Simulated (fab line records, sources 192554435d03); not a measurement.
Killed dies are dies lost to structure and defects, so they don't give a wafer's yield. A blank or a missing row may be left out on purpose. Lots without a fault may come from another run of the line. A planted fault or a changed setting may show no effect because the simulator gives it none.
Split-lot experiment | flow n5_finfet | 7 lots, 21 wafers read, on a route of 1938 steps

THE SPLIT
At N5_BEOL_M9_HM_DEP_02 (deposits TiN, target thk 20 nm), the setting target_thk_a was moved away from the recipe's 200 angstrom on 9 of the 21 wafers read, by -6.3% to +11.6%. The other wafers ran this setting at the recipe's value.

FROM THE SPLIT TO THE READING: what the file shows between them, 4 steps
- N5_BEOL_M9_COAT_59: time 60 s, resist thk 100 nm
- N5_BEOL_M9_COAT_60: time 60 s, resist thk 30 nm
- N5_BEOL_M9_STRIP_68: strips in N2/H2
- N5_BEOL_M9_STRIP_67: strips in CF4

THE READING
etch.depth_nm (the simulator's own value, which no gauge read), in nm, at N5_BEOL_M9_HM_OPEN_17 (chemistry Cl2/BCl3, target TiN, target depth 20 nm, overetch 6 nm). The file gives no usual value for it. The 12 wafers here that ran the recipe average 19.93 nm, standard deviation 0.21 nm.

wafer  | tool, chamber at the split | target_thk_a as run, angstrom | against the recipe | etch.depth_nm, nm | against lot-mates on the recipe
L076.1 | pvd_sputter-03, -          | 187.4                         | -6.3%              | 18.6              | no lot-mate on the recipe
L076.5 | pvd_sputter-03, -          | 187.4                         | -6.3%              | 18.98             | no lot-mate on the recipe
L076.6 | pvd_sputter-03, -          | 187.4                         | -6.3%              | 18.37             | no lot-mate on the recipe
L078.2 | pvd_sputter-02, -          | 200                           | recipe             | 19.99             | -
L078.3 | pvd_sputter-02, -          | 200                           | recipe             | 20.01             | -
L078.5 | pvd_sputter-02, -          | 216.8                         | +8.4%              | 21.87             | +1.87
L088.1 | pvd_sputter-02, -          | 200                           | recipe             | 20.22             | -
L088.6 | pvd_sputter-02, -          | 200                           | recipe             | 20.22             | -
L088.3 | pvd_sputter-02, -          | 200                           | recipe             | 20.15             | -
L087.1 | pvd_sputter-02, -          | 191.2                         | -4.4%              | 19.09             | -0.74
L087.5 | pvd_sputter-02, -          | 200                           | recipe             | 19.8              | -
L087.6 | pvd_sputter-02, -          | 200                           | recipe             | 19.86             | -
L089.4 | pvd_sputter-02, -          | 187.9                         | -6.0%              | 18.76             | -0.95
L089.5 | pvd_sputter-02, -          | 200                           | recipe             | 19.55             | -
L089.6 | pvd_sputter-02, -          | 200                           | recipe             | 19.88             | -
L091.1 | pvd_sputter-02, -          | 223.2                         | +11.6%             | 22.63             | no lot-mate on the recipe
L091.4 | pvd_sputter-02, -          | 223.2                         | +11.6%             | 22.54             | no lot-mate on the recipe
L091.6 | pvd_sputter-02, -          | 223.2                         | +11.6%             | 22.56             | no lot-mate on the recipe
L094.2 | pvd_sputter-03, -          | 200                           | recipe             | 20                | -
L094.5 | pvd_sputter-03, -          | 200                           | recipe             | 19.91             | -
L094.6 | pvd_sputter-03, -          | 200                           | recipe             | 19.59             | -

THE FIT
A straight line over all 21 wafers: etch.depth_nm changes by +0.22 nm for each +1% of target_thk_a; r = +0.99; the points scatter about the line by 0.2 nm.
The same after taking each lot's own level away (the mean of its wafers on the recipe; 15 wafers): +0.196 nm for each +1%; r = +0.98; scatter 0.14 nm.
On that fit, the largest move of target_thk_a shifts the reading by 2.3 nm.
The lots' own levels span 19.715 to 20.197 nm, that is 2.3 times the standard deviation above.
So the lot-to-lot level changes the slope: the two fits differ.
Check: with one of the wafers moved furthest among these (+8.4%) left out of the fit, the line predicts +1.35 nm for it against its lot-mates. It came out at +1.87 nm against them.

OTHER SPLITS ON THESE WAFERS
These wafers also went through other splits before the reading. Each is held against what the fit with the lots' levels taken away leaves over:
other split on the same wafers     | wafers away from the commonest value | r with etch.depth_nm (lot level and that fit taken away)
N5_BEOL_M4_ETCH_64 bias_w          | 8                                    | -0.14
N5_BEOL_M4_COAT_67 spin_rpm        | 10                                   | -0.05
N5_BEOL_M4_TRENCH_ETCH_37 source_w | 12                                   | -0.05
N5_BEOL_M5_ETCH_72 source_w        | 8                                    | +0.04
N5_BEOL_M5_COAT_74 spin_rpm        | 4                                    | -0.36
N5_BEOL_M7_ILD_DEP_00 time_s       | 10                                   | -0.01
N5_BEOL_M7_ETCH_66 time_s          | 6                                    | -0.01
N5_BEOL_M7_VIA_ETCH_34 source_w    | 9                                    | +0.26

THE WHOLE CHAIN: every reading that the file lists as answering this split, in the file's order
step                  | what it does                                                      | reading                                                                          | change (the file's fit)               | r (the file's)
N5_BEOL_M9_HM_DEP_02  | deposits TiN, target thk 20 nm                                    | TiN_of_BEOL_M9_HM_DEP_02.thk_nm (the simulator's own value, which no gauge read) | +0.19 nm for each +1% of the setting  | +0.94
N5_BEOL_M9_HM_OPEN_17 | chemistry Cl2/BCl3, target TiN, target depth 20 nm, overetch 6 nm | etch.depth_nm (the simulator's own value, which no gauge read)                   | +0.195 nm for each +1% of the setting | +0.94

THE FILE'S OWN FIT
etch.depth_nm changes by +0.195 nm for each +1% of target_thk_a, r = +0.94.
